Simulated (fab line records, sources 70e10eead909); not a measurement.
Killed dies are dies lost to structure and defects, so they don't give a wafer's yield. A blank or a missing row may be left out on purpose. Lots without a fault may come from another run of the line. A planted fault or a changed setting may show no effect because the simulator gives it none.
fab line records | flow nand_harc | part 1 of 2: steps 1 to 29 of 35
record lots=5 wafers=15 last_day=32
route steps=1302 shown A_STAIRCASE@640
lots that met no fault: from a run of the same line without faults
start_h: hours from the record's first day to the start of the lot's first wafer shown | wait_h: hours since the lot's step before | " the same as in the row above | L1.1+2: a row that stands for several wafers | - no value, or no start given | * or withheld: withheld | < > ~ a bound
route shown NAME@n: a module of which the file shows steps, and the number in the route of the first | usual: mean/standard deviation of fault-free wafers | same: alike in all rows | chamber/n: place in a boat | sites: the reading at each site | _std_site: their standard deviation | _edge_site: outer sites' mean less inner sites' | radius_mm: how far each site lies from the wafer's centre | mask NAME#n: copy n | behind: the tool/chamber that last shaped the wafer | hold: why the lot was held/for how many hours/how that ended | device: the transistor (n, p or np) that didn't switch | end of line: the same wafers' tests at the end of the route | a step without rows: its recipe alone | killed: dies lost to structure and defects at the first sort, not the wafer's yield | map: a wafer's dies, x killed, . not, _ none there
set.NAME: the setting as run; set.NAME@STEP: as run at that earlier step | model.NAME: the simulator's own value behind a step, which no gauge read
lots at some steps of the route; a table a step, a row a wafer
services: from which hour (start_h, from the record's first day; less than 0 if before it) a tool's chamber was out of use, for how many hours, and why
## steps
# step NHARC_A_STAIRCASE_DEHYDRATE_158
# recipe temp_c=150 time_s=120
# columns lot.wafer tool chamber start_h wait_h
L075.1+2+5 litho_track-03 0 358.99 0.2
L080.3+5+6 litho_track-03 0 412.09 0.2
L082.1+4+6 litho_track-03 0 440.35 0.3
L088.1+4+5 litho_track-03 0 495.00 0.2
L095.3+5+6 litho_track-07 0 561.98 0.2
# step NHARC_A_STAIRCASE_HMDS_159
# recipe time_s=30
# columns lot.wafer tool chamber start_h wait_h
L075.1+2+5 litho_track-03 0 - -
L080.3+5+6 litho_track-03 0 - -
L082.1+4+6 litho_track-03 0 - -
L088.1+4+5 litho_track-03 0 - -
L095.3+5+6 litho_track-07 0 - -
# step NHARC_A_STAIRCASE_COAT_160
# recipe spin_rpm=1200
# columns lot.wafer tool chamber start_h wait_h
L075.1+2+5 litho_track-03 0 - -
L080.3+5+6 litho_track-03 0 - -
L082.1+4+6 litho_track-03 0 - -
L088.1+4+5 litho_track-03 0 - -
L095.3+5+6 litho_track-07 0 - -
# step NHARC_A_STAIRCASE_SOFTBAKE_161
# recipe temp_c=135 time_s=170
# columns lot.wafer tool chamber start_h wait_h
L075.1+2+5 litho_track-03 0 - -
L080.3+5+6 litho_track-03 0 - -
L082.1+4+6 litho_track-03 0 - -
L088.1+4+5 litho_track-03 0 - -
L095.3+5+6 litho_track-07 0 - -
# step NHARC_A_STAIRCASE_EBR_162
# columns lot.wafer tool chamber start_h wait_h
L075.1+2+5 litho_track-03 0 - -
L080.3+5+6 litho_track-03 0 - -
L082.1+4+6 litho_track-03 0 - -
L088.1+4+5 litho_track-03 0 - -
L095.3+5+6 litho_track-07 0 - -
# step NHARC_A_STAIRCASE_EXPOSE_163
# recipe na=0.5 dose_mj=20.01 mask_id=STAIR_OPEN
# columns lot.wafer tool chamber start_h wait_h mask
L075.1+2+5 krf_scanner-04 0 359.32 - STAIR_OPEN#0
L080.3+5+6 krf_scanner-03 0 412.31 - STAIR_OPEN#0
L082.1+4+6 krf_scanner-04 0 440.56 - STAIR_OPEN#0
L088.1+4+5 krf_scanner-03 0 495.33 - STAIR_OPEN#0
L095.3+5+6 krf_scanner-04 0 562.32 - STAIR_OPEN#0
# step NHARC_A_STAIRCASE_PEB_164
# recipe peb_temp_c=115 peb_time_s=130
# columns lot.wafer tool chamber start_h wait_h
L075.1+2+5 litho_track-03 0 359.38 0.1
L080.3+5+6 litho_track-03 0 412.37 0.1
L082.1+4+6 litho_track-07 0 440.63 0.1
L088.1+4+5 litho_track-02 0 495.40 0.1
L095.3+5+6 litho_track-02 0 562.38 0.1
# step NHARC_A_STAIRCASE_DEVELOP_165
# recipe time_s=140
# columns lot.wafer tool chamber start_h wait_h
L075.1+2+5 litho_track-03 0 - -
L080.3+5+6 litho_track-03 0 - -
L082.1+4+6 litho_track-07 0 - -
L088.1+4+5 litho_track-02 0 - -
L095.3+5+6 litho_track-02 0 - -
# step NHARC_A_STAIRCASE_HARDBAKE_167
# recipe temp_c=120 time_s=140
# columns lot.wafer tool chamber start_h wait_h
L075.1+2+5 litho_track-02 0 359.60 -
L080.3+5+6 litho_track-02 0 412.59 -
L082.1+4+6 litho_track-02 0 440.84 -
L088.1+4+5 litho_track-03 0 495.61 -
L095.3+5+6 litho_track-03 0 562.60 -
# step NHARC_A_STAIRCASE_DESCUM_168
# recipe time_s=3 o2_flow_sccm=200 ar_flow_sccm=0 bias_power_w=0 chemistry=O2
# usual drypump_motor_current_A=5.8/0.39 oes_product_au=1.007/0.011 rf_vpp_V=57.9/0.88 showerhead_plenum_p_Torr=1.95/0.095 throttle_valve_pct=11.312/0.0092
# columns lot.wafer tool chamber start_h wait_h drypump_motor_current_A oes_product_au rf_hours_counter_h rf_vpp_V showerhead_plenum_p_Torr throttle_valve_pct
L075.1 rie_diel-02 2 359.72 - 6.1 1.012 34 57.8 1.81 11.289
L075.2 " 1 " " 6.2 1.002 40 58.0 1.92 11.306
L075.5 " 3 " " 5.5 1.007 - 56.8 2.06 11.331
L080.3 rie_diel-10 1 412.70 - 5.7 1.017 63 58.3 1.92 11.328
L080.6 " 2 " " 5.4 1.014 - 57.7 1.77 11.326
L080.5 " 3 " " 5.9 0.993 - 58.9 1.98 11.297
L082.1 rie_diel-02 0 440.94 - 6.1 1.027 10 57.7 1.86 11.305
L082.4 " 2 " " 6.1 1.005 14 55.2 1.80 11.310
L082.6 " 0 " " 6.2 1.022 - 57.5 1.86 11.312
L088.1 rie_diel-10 1 495.72 - 5.7 1.020 13 58.1 1.92 11.298
L088.4 " 2 " " 5.4 1.032 15 58.6 2.07 11.310
L088.5 " 0 " " 5.4 1.011 - 57.7 2.05 11.314
L095.3 rie_diel-02 2 562.69 - 6.1 1.010 51 57.1 1.79 11.317
L095.6 " 2 " " 6.1 1.001 - 57.5 1.79 11.305
L095.5 " 3 " " 5.6 0.996 - 57.4 2.04 11.330
# step NHARC_A_STAIRCASE_ETCH_169
# recipe target_depth_a=500 time_s=107.1 ion_energy_ev=120 ch3f_flow_sccm=50 o2_flow_sccm=30 ar_flow_sccm=200 rf_w=500 bias_w=100 chemistry=CH3F/O2
# usual drypump_motor_current_A=5.8/0.39 oes_product_au=0.959/0.019 rf_vpp_V=245.0/1.7 showerhead_plenum_p_Torr=2.50/0.12 throttle_valve_pct=20.663/0.0094
# columns lot.wafer tool chamber start_h wait_h drypump_motor_current_A oes_product_au rf_hours_counter_h rf_vpp_V showerhead_plenum_p_Torr throttle_valve_pct
L075.2 rie_diel-02 3 359.82 0.1 5.5 0.958 39 245.7 2.64 20.654
L075.1 " 0 " " 6.1 0.958 46 243.8 2.40 20.669
L075.5 " 3 " " 5.5 0.955 - 247.0 2.64 20.653
L080.3 rie_diel-10 3 412.76 0.1 6.0 0.953 54 245.2 2.54 20.672
L080.6 " 3 " " 6.0 0.961 - 243.4 2.54 20.663
L080.5 " 0 " " 5.5 0.989 - 248.1 2.64 20.657
L082.1 rie_diel-02 2 441.06 0.1 6.1 0.948 14 241.3 2.32 20.654
L082.4 " 3 " " 5.5 0.967 14 245.6 2.63 20.671
L082.6 " 3 " " 5.5 0.966 - 246.2 2.63 20.657
L088.4 rie_diel-10 2 495.85 0.1 5.4 0.958 15 248.0 2.65 20.661
L088.1 " 0 " " 5.4 0.944 19 245.9 2.63 20.666
L088.5 " 3 " " 5.9 0.941 - 246.3 2.53 20.640
L095.3 rie_diel-02 0 562.85 0.2 6.1 0.976 47 241.9 2.37 20.672
L095.6 " 1 " " 6.2 0.973 - 244.1 2.45 20.656
L095.5 " 2 " " 6.1 0.944 - 242.4 2.30 20.672
# step NHARC_A_STAIRCASE_ETCH_170
# recipe target_depth_a=2000 time_s=66.667 ion_energy_ev=250 c4f6_flow_sccm=25 o2_flow_sccm=20 ar_flow_sccm=500 rf_w=600 bias_w=500 chemistry=C4F6/O2
# usual drypump_motor_current_A=5.8/0.41 oes_product_au=0.976/0.017 rf_vpp_V=548/3.7 showerhead_plenum_p_Torr=3.98/0.17 throttle_valve_pct=26.904/0.01
# columns lot.wafer tool chamber start_h wait_h drypump_motor_current_A oes_product_au rf_hours_counter_h rf_vpp_V showerhead_plenum_p_Torr throttle_valve_pct
L075.2 rie_diel-02 0 - - 6.1 0.982 49 545 3.83 26.913
L075.1 " 1 " " 6.3 0.979 44 548 3.94 26.910
L075.5 " 2 " " 6.1 0.978 - 542 3.73 26.892
L080.3 rie_diel-10 0 - - 5.5 0.986 52 552 4.19 26.879
L080.5 " 1 " " 5.8 1.002 - 547 3.94 26.924
L080.6 " 2 " " 5.4 0.977 - 542 3.66 26.914
L082.1 rie_diel-02 1 - - 6.2 0.975 10 545 3.93 26.924
L082.4 " 3 " " 5.5 0.971 15 552 4.18 26.902
L082.6 " 0 " " 6.1 0.982 - 542 3.82 26.897
L088.1 rie_diel-10 0 - - 5.5 0.958 23 551 4.18 26.891
L088.4 " 1 " " 5.8 0.971 15 547 3.93 26.905
L088.5 " 1 " " 5.8 0.971 - 548 3.93 26.916
L095.3 rie_diel-02 2 - - 6.1 0.979 51 543 3.69 26.895
L095.5 " 3 " " 5.6 0.955 - 552 4.16 26.903
L095.6 " 0 " " 6.1 0.989 - 544 3.80 26.915
# step NHARC_A_STAIRCASE_STRIP_171
# recipe power_w=1500 temp_c=250 chemistry=O2
# usual drypump_motor_current_A=5.8/0.65 heater_power_w=303/24 temp_c=249.98/0.16
# columns lot.wafer tool chamber start_h wait_h drypump_motor_current_A heater_power_w rf_hours_counter_h temp_c
L075.2 plasma_asher-01 0 362.88 - 5.3 292 1 250.20
L075.1 " 1 " " 4.7 333 1 249.94
L075.5 " 0 " " 5.3 287 - 250.10
L080.3 plasma_asher-02 1 413.09 - 6.4 292 - 249.85
L080.6 " 1 " " 6.4 290 - 249.93
L080.5 " 0 " " 6.3 316 - 249.92
L082.1 plasma_asher-01 1 441.62 - 4.7 333 18 250.13
L082.4 " 0 " " 5.3 288 - 250.41
L082.6 " 0 " " 5.3 291 - 250.12
L088.1 plasma_asher-02 0 498.84 - 6.3 297 14 249.89
L088.4 " 1 " " 6.4 281 - 250.09
L088.5 " 1 " " 6.4 273 - 250.01
L095.3 plasma_asher-02 1 563.15 - 6.4 273 - 250.03
L095.5 " 1 " " 6.4 267 - 250.11
L095.6 " 0 " " 6.3 296 - 250.21
# step NHARC_A_STAIRCASE_STRIP_172
# recipe time_s=900 temp_c=130 chemistry=SPM
# usual bath_guard_temp_C=129.8/0.5 temp_c=130.00/0.14
# columns lot.wafer tool chamber start_h wait_h bath_guard_temp_C temp_c
L075.1 wet_bench-01 5 363.24 0.3 130.4 130.11
L075.5 " 0 " " 130.6 129.84
L075.2 " 1 " " 130.6 129.78
L080.3 wet_bench-07 0 413.35 0.2 129.5 129.73
L080.5 " 1 " " 129.9 130.19
L080.6 " 3 " " 130.0 129.98
L082.1 wet_bench-04 2 441.97 0.3 130.5 130.08
L082.6 " 3 " " 130.3 130.05
L082.4 " 4 " " 128.7 129.92
L088.1 wet_bench-01 2 499.19 0.3 129.7 130.04
L088.5 " 3 " " 129.1 129.87
L088.4 " 6 " " 129.9 129.79
L095.6 wet_bench-01 6 563.40 0.1 129.6 130.10
L095.5 " 7 " " 129.6 129.96
L095.3 " 0 " " 130.6 130.04
# step NHARC_A_STAIRCASE_PRECLEAN_173
# recipe time_s=* temp_c=50 bath_age_min=0 chemistry=SC1
# usual bath_guard_temp_C=49.8/0.49 temp_c=49.99/0.12
# columns lot.wafer tool chamber start_h wait_h bath_guard_temp_C temp_c
L075.1 wet_bench-01 5 - - 50.6 49.96
L075.5 " 0 " " 50.4 49.94
L075.2 " 1 " " 50.7 49.94
L080.3 wet_bench-07 0 - - 49.7 49.97
L080.5 " 1 " " 49.8 50.09
L080.6 " 3 " " 49.8 50.18
L082.1 wet_bench-04 2 - - 50.1 50.07
L082.6 " 3 " " 50.3 50.16
L082.4 " 4 " " 48.5 49.89
L088.1 wet_bench-01 2 - - 49.6 49.95
L088.5 " 3 " " 49.0 50.05
L088.4 " 6 " " 49.8 50.05
L095.6 wet_bench-01 6 - - 49.6 50.04
L095.5 " 7 " " 49.6 50.00
L095.3 " 0 " " 50.4 49.92
# step NHARC_A_STAIRCASE_SRD_174
# columns lot.wafer tool chamber start_h wait_h
L075.1+5+2 wet_bench-01 5,0,1 - -
L080.3+5+6 wet_bench-07 0,1,3 - -
L082.1+6+4 wet_bench-04 2,3,4 - -
L088.1+5+4 wet_bench-01 2,3,6 - -
L095.6+5+3 wet_bench-01 6,7,0 - -
# step NHARC_A_STAIRCASE_DEHYDRATE_01
# recipe temp_c=150 time_s=120
# columns lot.wafer tool chamber start_h wait_h
L075.1+2+5 litho_track-07 0 363.68 -
L080.3+5+6 litho_track-02 0 413.80 -
L082.1+4+6 litho_track-03 0 442.47 -
L088.1+4+5 litho_track-02 0 499.64 -
L095.3+5+6 litho_track-07 0 563.86 -
# step NHARC_A_STAIRCASE_HMDS_02
# recipe time_s=30
# columns lot.wafer tool chamber start_h wait_h
L075.1+2+5 litho_track-07 0 - -
L080.3+5+6 litho_track-02 0 - -
L082.1+4+6 litho_track-03 0 - -
L088.1+4+5 litho_track-02 0 - -
L095.3+5+6 litho_track-07 0 - -
# step NHARC_A_STAIRCASE_COAT_03
# recipe spin_rpm=1200
# columns lot.wafer tool chamber start_h wait_h
L075.1+2+5 litho_track-07 0 - -
L080.3+5+6 litho_track-02 0 - -
L082.1+4+6 litho_track-03 0 - -
L088.1+4+5 litho_track-02 0 - -
L095.3+5+6 litho_track-07 0 - -
# step NHARC_A_STAIRCASE_SOFTBAKE_04
# recipe temp_c=135 time_s=170
# columns lot.wafer tool chamber start_h wait_h
L075.1+2+5 litho_track-07 0 - -
L080.3+5+6 litho_track-02 0 - -
L082.1+4+6 litho_track-03 0 - -
L088.1+4+5 litho_track-02 0 - -
L095.3+5+6 litho_track-07 0 - -
# step NHARC_A_STAIRCASE_EBR_05
# columns lot.wafer tool chamber start_h wait_h
L075.1+2+5 litho_track-07 0 - -
L080.3+5+6 litho_track-02 0 - -
L082.1+4+6 litho_track-03 0 - -
L088.1+4+5 litho_track-02 0 - -
L095.3+5+6 litho_track-07 0 - -
# step NHARC_A_STAIRCASE_EXPOSE_06
# recipe na=0.5 dose_mj=25.43 mask_id=STAIR
# columns lot.wafer tool chamber start_h wait_h mask
L075.1+2+5 krf_scanner-01 0 363.89 - STAIR#0
L080.3+5+6 krf_scanner-01 0 414.14 - STAIR#0
L082.1+4+6 krf_scanner-01 0 442.80 - STAIR#0
L088.1+4+5 krf_scanner-04 0 499.97 - STAIR#0
L095.3+5+6 krf_scanner-03 0 564.20 - STAIR#0
# step NHARC_A_STAIRCASE_PEB_07
# recipe peb_temp_c=115 peb_time_s=130
# columns lot.wafer tool chamber start_h wait_h
L075.1+2+5 litho_track-07 0 363.96 0.1
L080.3+5+6 litho_track-02 0 414.20 0.1
L082.1+4+6 litho_track-07 0 442.87 0.1
L088.1+4+5 litho_track-03 0 500.04 0.1
L095.3+5+6 litho_track-07 0 564.26 0.1
# step NHARC_A_STAIRCASE_DEVELOP_08
# recipe time_s=140
# columns lot.wafer tool chamber start_h wait_h
L075.1+2+5 litho_track-07 0 - -
L080.3+5+6 litho_track-02 0 - -
L082.1+4+6 litho_track-07 0 - -
L088.1+4+5 litho_track-03 0 - -
L095.3+5+6 litho_track-07 0 - -
# step NHARC_A_STAIRCASE_HARDBAKE_10
# recipe temp_c=120 time_s=140
# columns lot.wafer tool chamber start_h wait_h
L075.1+2+5 litho_track-07 0 364.18 -
L080.3+5+6 litho_track-02 0 414.43 -
L082.1+4+6 litho_track-02 0 443.09 -
L088.1+4+5 litho_track-02 0 500.26 -
L095.3+5+6 litho_track-07 0 564.48 -
# step NHARC_A_STAIRCASE_DESCUM_11
# recipe time_s=3 o2_flow_sccm=200 ar_flow_sccm=0 bias_power_w=0 chemistry=O2
# usual drypump_motor_current_A=5.8/0.43 oes_product_au=1.006/0.012 rf_vpp_V=57.8/0.88 showerhead_plenum_p_Torr=1.94/0.092 throttle_valve_pct=11.311/0.0094
# columns lot.wafer tool chamber start_h wait_h drypump_motor_current_A oes_product_au rf_hours_counter_h rf_vpp_V showerhead_plenum_p_Torr throttle_valve_pct
L075.2 rie_diel-10 2 364.27 - 5.4 1.002 26 56.4 1.78 11.305
L075.1 " 0 " " 5.4 1.020 39 57.3 2.06 11.310
L075.5 " 3 " " 6.0 0.991 - 58.7 1.98 11.309
L080.3 rie_diel-02 0 414.52 - 6.1 1.009 4 56.1 1.86 11.302
L080.6 " 3 " " 5.6 0.996 - 59.6 2.06 11.305
L080.5 " 0 " " 6.1 1.005 - 56.3 1.86 11.311
L082.1 rie_diel-10 1 443.19 - 5.8 1.015 1 58.1 1.92 11.293
L082.4 " 2 " " 5.4 1.024 1 58.8 2.08 11.310
L082.6 " 0 " " 5.5 0.999 - 58.7 2.06 11.317
L088.1 rie_diel-01 0 500.35 - 4.7 1.015 34 58.2 1.91 11.313
L088.4 " 2 " " 5.9 0.992 40 57.6 2.04 11.321
L088.5 " 1 " " 6.1 0.991 - 57.7 1.87 11.320
L095.3 rie_diel-02 0 564.59 - 6.1 1.029 47 57.3 1.84 11.306
L095.5 " 1 " " 6.2 1.028 - 58.6 1.90 11.301
L095.6 " 2 " " 6.1 1.025 - 58.1 1.79 11.303
# step NHARC_A_STAIRCASE_TRIM_12
# recipe time_s=211.2 o2_flow_sccm=500 ar_flow_sccm=0 bias_w=0 chemistry=O2
# usual drypump_motor_current_A=5.8/0.41 oes_product_au=1.005/0.014 rf_vpp_V=57.9/0.94 showerhead_plenum_p_Torr=3.58/0.16 throttle_valve_pct=17.036/0.0089
# columns lot.wafer tool chamber start_h wait_h drypump_motor_current_A oes_product_au rf_hours_counter_h rf_vpp_V showerhead_plenum_p_Torr throttle_valve_pct
L075.1 rie_diel-10 1 364.38 0.1 5.8 1.035 40 56.6 3.55 17.036
L075.2 " 2 " " 5.4 1.007 26 58.4 3.29 17.034
L075.5 " 0 " " 5.5 1.022 - 58.4 3.78 17.028
L080.3 rie_diel-02 1 414.61 0.1 6.3 1.015 4 57.9 3.54 17.043
L080.6 " 0 " " 6.1 1.016 - 55.9 3.43 17.042
L080.5 " 1 " " 6.3 1.017 - 57.7 3.54 17.030
L082.1 rie_diel-10 3 443.35 0.1 6.0 0.987 1 57.3 3.63 17.037
L082.4 " 0 " " 5.4 0.991 2 58.9 3.77 17.041
L082.6 " 1 " " 5.7 1.025 - 57.8 3.54 17.028
L088.4 rie_diel-01 0 500.44 0.1 4.7 1.018 35 56.8 3.52 17.043
L088.1 " 1 " " 6.1 0.995 36 57.6 3.46 17.048
L088.5 " 0 " " 4.7 1.017 - 58.6 3.52 17.054
L095.3 rie_diel-02 3 564.67 0.1 5.5 0.974 48 59.1 3.75 17.053
L095.6 " 2 " " 6.1 0.996 - 57.6 3.31 17.032
L095.5 " 3 " " 5.6 0.966 - 59.2 3.75 17.041
# step NHARC_A_STAIRCASE_ETCH_13
# recipe target_depth_a=1000 time_s=40.5 ion_energy_ev=400 c4f8_flow_sccm=20 o2_flow_sccm=10 ar_flow_sccm=withheld rf_w=600 bias_w=1000 chemistry=C4F8/O2
# usual oes_product_au=0.950/0.015 rf_vpp_V=898/5.7
# columns lot.wafer tool chamber start_h wait_h oes_product_au rf_hours_counter_h rf_vpp_V
L075.2 rie_diel-10 1 - - 0.974 40 897
L075.1 " 0 " " 0.977 39 907
L075.5 " 2 " " 0.963 - 888
L080.3 rie_diel-02 3 - - 0.934 8 906
L080.5 " 0 " " 0.935 - 893
L080.6 " 1 " " 0.946 - 897
L082.4 rie_diel-10 1 - - 0.946 2 896
L082.1 " 3 " " 0.932 1 901
L082.6 " 1 " " 0.947 - 895
L088.4 rie_diel-01 2 - - 0.961 40 903
L088.1 " 1 " " 0.946 36 893
L088.5 " 3 " " 0.965 - 904
L095.3 rie_diel-02 0 - - 0.944 47 892
L095.5 " 1 " " 0.956 - 895
L095.6 " 2 " " 0.939 - 887
# step NHARC_A_STAIRCASE_TRIM_14
# recipe time_s=211.2 o2_flow_sccm=500 ar_flow_sccm=0 bias_w=0 chemistry=O2
# usual drypump_motor_current_A=5.8/0.43 oes_product_au=1.007/0.012 rf_vpp_V=58.0/0.94 showerhead_plenum_p_Torr=3.58/0.16 throttle_valve_pct=17.037/0.0099
# columns lot.wafer tool chamber start_h wait_h drypump_motor_current_A oes_product_au rf_hours_counter_h rf_vpp_V showerhead_plenum_p_Torr throttle_valve_pct
L075.2 rie_diel-10 3 - - 6.0 0.995 33 59.4 3.65 17.041
L075.1 " 0 " " 5.5 1.025 39 58.1 3.78 17.020
L075.5 " 3 " " 5.9 0.999 - 57.9 3.65 17.040
L080.3 rie_diel-02 2 - - 6.1 1.009 8 56.6 3.34 17.041
L080.5 " 2 " " 6.1 1.010 - 57.5 3.34 17.030
L080.6 " 3 " " 5.5 0.993 - 58.6 3.77 17.040
L082.4 rie_diel-10 1 - - 5.7 1.027 2 58.4 3.54 17.020
L082.1 " 3 " " 5.9 0.989 1 57.4 3.63 17.029
L082.6 " 0 " " 5.5 1.005 - 57.8 3.77 17.029
L088.4 rie_diel-01 3 - - 5.7 1.010 40 57.8 3.73 17.043
L088.1 " 2 " " 5.8 1.001 40 59.2 3.75 17.025
L088.5 " 3 " " 5.7 1.007 - 58.3 3.73 17.031
L095.3 rie_diel-02 2 - - 6.1 1.005 51 56.7 3.31 17.036
L095.6 " 1 " " 6.2 1.016 - 56.5 3.51 17.027
L095.5 " 2 " " 6.1 1.007 - 56.2 3.31 17.044
